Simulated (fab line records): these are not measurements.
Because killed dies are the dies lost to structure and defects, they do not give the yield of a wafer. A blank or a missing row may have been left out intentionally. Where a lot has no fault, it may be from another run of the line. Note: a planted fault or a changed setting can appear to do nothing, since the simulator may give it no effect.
Which of the tools did it? || flow n5-finfet || 12 lots with 36 wafers sampled at 2 steps, on a route of 1938 steps

## WHAT EACH GAUGE READ, for each wafer
N5_BEOL_M7_CD_MEAS_18: pitch 80 nm, target cd 40 nm.
{"lot": "L075", "measured": "day 9 14:34", "on": "cd-sem-03", "cd-nm (nm)": "39.8 38.4 39.0"}
{"lot": "L078", "measured": "day 11 17:13", "on": "cd-sem-01", "cd-nm (nm)": "39.9 41.1 39.5"}
{"lot": "L076", "measured": "day 12 00:50", "on": "cd-sem-01", "cd-nm (nm)": "40.8 40.8 41.1"}
{"lot": "L080", "measured": "day 12 12:06", "on": "cd-sem-01", "cd-nm (nm)": "40.6 39.1 38.3"}
{"lot": "L082", "measured": "day 12 21:21", "on": "cd-sem-02", "cd-nm (nm)": "40.2 40.1 40.8"}
{"lot": "L086", "measured": "day 13 16:35", "on": "cd-sem-02", "cd-nm (nm)": "39.3 39.3 39.2"}
{"lot": "L087", "measured": "day 13 20:21", "on": "cd-sem-01", "cd-nm (nm)": "39.3 38.6 39.1"}
{"lot": "L091", "measured": "day 14 11:11", "on": "cd-sem-02", "cd-nm (nm)": "40.4 40.4 39.4"}
{"lot": "L093", "measured": "day 15 06:59", "on": "cd-sem-01", "cd-nm (nm)": "41.0 38.7 39.9"}
{"lot": "L094", "measured": "day 15 16:18", "on": "cd-sem-03", "cd-nm (nm)": "39.5 40.5 40.0"}
{"lot": "L095", "measured": "day 15 22:10", "on": "cd-sem-01", "cd-nm (nm)": "40.9 40.5 40.8"}
{"lot": "L097", "measured": "day 16 15:49", "on": "cd-sem-03", "cd-nm (nm)": "39.2 39.3 38.8"}

## TOOL THAT RAN EACH LOT (tool first, then ch and the chambers of the sampled wafers, then the start)
{"lot": "L075", "N5_BEOL_M7_HM_OPEN_17": "rie-metal-02 ch 0,1, day 9 14:25"}
{"lot": "L078", "N5_BEOL_M7_HM_OPEN_17": "rie-metal-01 ch 0,1, day 11 17:02"}
{"lot": "L076", "N5_BEOL_M7_HM_OPEN_17": "rie-metal-02 ch 0,1, day 12 00:39"}
{"lot": "L080", "N5_BEOL_M7_HM_OPEN_17": "rie-metal-03 ch 0,1, day 12 11:53"}
{"lot": "L082", "N5_BEOL_M7_HM_OPEN_17": "rie-metal-02 ch 0,1, day 12 21:01"}
{"lot": "L086", "N5_BEOL_M7_HM_OPEN_17": "rie-metal-02 ch 0,1, day 13 16:24"}
{"lot": "L087", "N5_BEOL_M7_HM_OPEN_17": "rie-metal-03 ch 0,1, day 13 20:04"}
{"lot": "L091", "N5_BEOL_M7_HM_OPEN_17": "rie-metal-02 ch 0, day 14 10:53"}
{"lot": "L093", "N5_BEOL_M7_HM_OPEN_17": "rie-metal-02 ch 0,1, day 15 06:49"}
{"lot": "L094", "N5_BEOL_M7_HM_OPEN_17": "rie-metal-02 ch 0,1, day 15 16:01"}
{"lot": "L095", "N5_BEOL_M7_HM_OPEN_17": "rie-metal-01 ch 0,1, day 15 21:59"}
{"lot": "L097", "N5_BEOL_M7_HM_OPEN_17": "rie-metal-02 ch 0,1, day 16 15:33"}
- N5_BEOL_M7_HM_OPEN_17: chemistry Cl2/BCl3, target TiN, target depth 20 nm, overetch 6 nm.

## THE ANSWER, worked out from the rows above alone
Rule: the usual values come from the lots themselves. The widest of any qualifying gaps counts: lots, ordered by their means at a reading, are off when they make up no more than a third of the lots, leave a main group of 4 or more, and stand apart from it by 3 or more times the standard deviation of that group's means. The tables above print the reading to a certain number of digits; a main group whose means all agree to those digits is not used. Also off: a lot with no number at a reading for which 4 or more lots have one. The other lots that the step has rows for count as sound.
No lot is off on any of the readings shown, so nothing can be concluded from this.

## WHAT THE SIMULATOR PUT IN
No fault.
